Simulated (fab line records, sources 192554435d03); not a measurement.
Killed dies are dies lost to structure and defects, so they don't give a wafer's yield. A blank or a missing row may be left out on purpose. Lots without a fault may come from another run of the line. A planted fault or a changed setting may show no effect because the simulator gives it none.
Chamber matching | flow n5_finfet | N5_BEOL_M0_ETCH_138 on rie_diel-06: 4 sister chambers
The step etches SiCN in CH3F/O2, target depth 12 nm, time 31.6 s. 14 wafers are shown with their chamber, then 7 later ones without.

WAFERS WITH THEIR CHAMBER
wafer  | chamber | throttle_valve_pct (%) | showerhead_plenum_p_Torr (Torr) | drypump_motor_current_A (A)
L075.1 | 1       | 16.64                  | 2.07                            | 5.9
L075.5 | 2       | 16.47                  | 2.04                            | 5.7
L075.6 | 1       | 16.65                  | 2.08                            | 5.9
L078.1 | 0       | 15.83                  | 1.95                            | 5.6
L078.5 | 0       | 15.84                  | 1.95                            | 5.6
L078.6 | 1       | 16.67                  | 2.07                            | 5.9
L079.2 | 1       | 16.67                  | 2.07                            | 6.0
L079.4 | 0       | 15.84                  | 1.95                            | 5.6
L079.6 | 1       | 16.66                  | 2.07                            | 5.9
L086.2 | 2       | 16.51                  | 2.03                            | 5.7
L086.5 | 0       | 15.86                  | 1.95                            | 5.6
L086.6 | 3       | 16.15                  | 2.02                            | 6.0
L090.3 | 2       | 16.52                  | 2.03                            | 5.6
L090.5 | 2       | 16.52                  | 2.03                            | 5.7

SIGNATURES (means of the wafers above)
reading                  | chamber 0 | chamber 1 | chamber 2 | chamber 3 | scatter within a chamber
throttle_valve_pct       | 15.8425   | 16.6580   | 16.5050   | 16.1500   | 0.0169
showerhead_plenum_p_Torr | 1.9500    | 2.0720    | 2.0325    | 2.0200    | 0.00394
drypump_motor_current_A  | 5.600     | 5.920     | 5.675     | 6.000     | 0.0394
Rule: a wafer's distance from a chamber is the root of the sum, over the readings, of the square of ((its reading less the chamber's mean) divided by the reading's scatter). The wafer belongs to the nearest chamber; if the next one is less than 2 further off, it can't be placed. The scatter: the root of (the sum of the squares of (reading less its chamber's mean) over the shown wafers, divided by (wafers less chambers)).

WAFERS WITHOUT THEIR CHAMBER
wafer  | throttle_valve_pct (%) | showerhead_plenum_p_Torr (Torr) | drypump_motor_current_A (A)
L090.6 | 15.88                  | 1.94                            | 5.6
L092.3 | 16.55                  | 2.03                            | 5.7
L092.4 | 16.52                  | 2.03                            | 5.7
L092.5 | 16.18                  | 2.01                            | 6.1
L097.1 | 16.21                  | 2.06                            | 5.9
L097.2 | 16.57                  | 2.02                            | 5.6
L097.6 | 16.23                  | 2.06                            | 5.9

WHICH CHAMBER EACH WENT THROUGH
wafer  | from the rows above | in truth
L090.6 | 0                   | 0
L092.3 | 2                   | 2
L092.4 | 2                   | 2
L092.5 | 3                   | 3
L097.1 | 3                   | 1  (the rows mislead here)
L097.2 | 2                   | 2
L097.6 | 3                   | 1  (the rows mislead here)
Placed correctly: 5 of 7. Can't be placed from these rows: 0. Placed wrongly: 2.
